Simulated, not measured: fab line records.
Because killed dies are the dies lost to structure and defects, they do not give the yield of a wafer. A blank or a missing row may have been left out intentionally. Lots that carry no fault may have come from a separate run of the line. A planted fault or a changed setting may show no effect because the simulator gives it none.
Check for tools in common ; flow nandHarc ; 2 lots and 6 wafers in the sample

== WHY THIS WAS OPENED ==
Flagged at NHARC_END_SORT_01: reading killedAtPeriphery, on 2 of 2 lots. No-fault wafers: 3.8, standard deviation 2.9.
Rule: flag the lot when none of its wafers has a number, or when each of its wafers that has one lies beyond 4 standard deviations from that mean. As for the other lots, they are considered sound.

lot;measured;on;killedAtPeriphery, wafer by wafer;flag
L666;day 29 16:59;prober-02;604 609 599;FLAGGED
L670;day 30 08:08;prober-01;627 627 615;FLAGGED
Averaged over the flagged lots the numbers come to 613.5, +609.7 from the usual (+99 or more standard deviations).

== LOT BY LOT: THE TOOL USED ==
Before the reading, the record contains 3 process steps out of a 1302-step route. In each cell: the tool, then ch and the chambers that the sampled wafers went through, then the start.
lot;flag;NHARC_P_BONDPAD_ECD_18;NHARC_A_BONDPAD_PRE_CLEAN_26;NHARC_A_BONDPAD_CMP_19
L666;FLAGGED;ecdCu-01 ch 0,1, day 11 08:07;no row;no row
L670;FLAGGED;ecdCu-01 ch 0,1, day 12 17:28;no row;no row
What is done by these steps:
- NHARC_P_BONDPAD_ECD_18: material Cu, target thk 400 nm.
- NHARC_A_BONDPAD_PRE_CLEAN_26: time 30 s.
- NHARC_A_BONDPAD_CMP_19: polishes, t overpolish 30 s, cu recess touch 16 s, target thk 169.82 nm.
- NHARC_END_SORT_01

== FLAGGED OVER TOTAL, TOOL BY TOOL (the gauges that took the reading come last) ==
step;tool;lots run;flagged;share of the flagged lots;sound lots run after its first flagged lot
NHARC_P_BONDPAD_ECD_18;ecdCu-01;2;2;all;0
NHARC_END_SORT_01;prober-01;1;1;some;0
NHARC_END_SORT_01;prober-02;1;1;some;0

== WHAT THE TABLE ALLOWS ==
Rows of the table that ran each flagged lot: 1, that is ecdCu-01 at NHARC_P_BONDPAD_ECD_18.
- ecdCu-01 at NHARC_P_BONDPAD_ECD_18 ran 2 lots, 2 of them flagged. The start can't be narrowed down: in this sample, it ran no sound lot prior to its first flagged lot.
Just one tool remains: ecdCu-01 at NHARC_P_BONDPAD_ECD_18.

== WHAT THE SIMULATOR PUT IN ==
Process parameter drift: ecdCu-01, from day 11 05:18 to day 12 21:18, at NHARC_P_BONDPAD_ECD_18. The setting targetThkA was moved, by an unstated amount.
Struck lots among those shown: L666, L670. The rule given above showed the same thing.
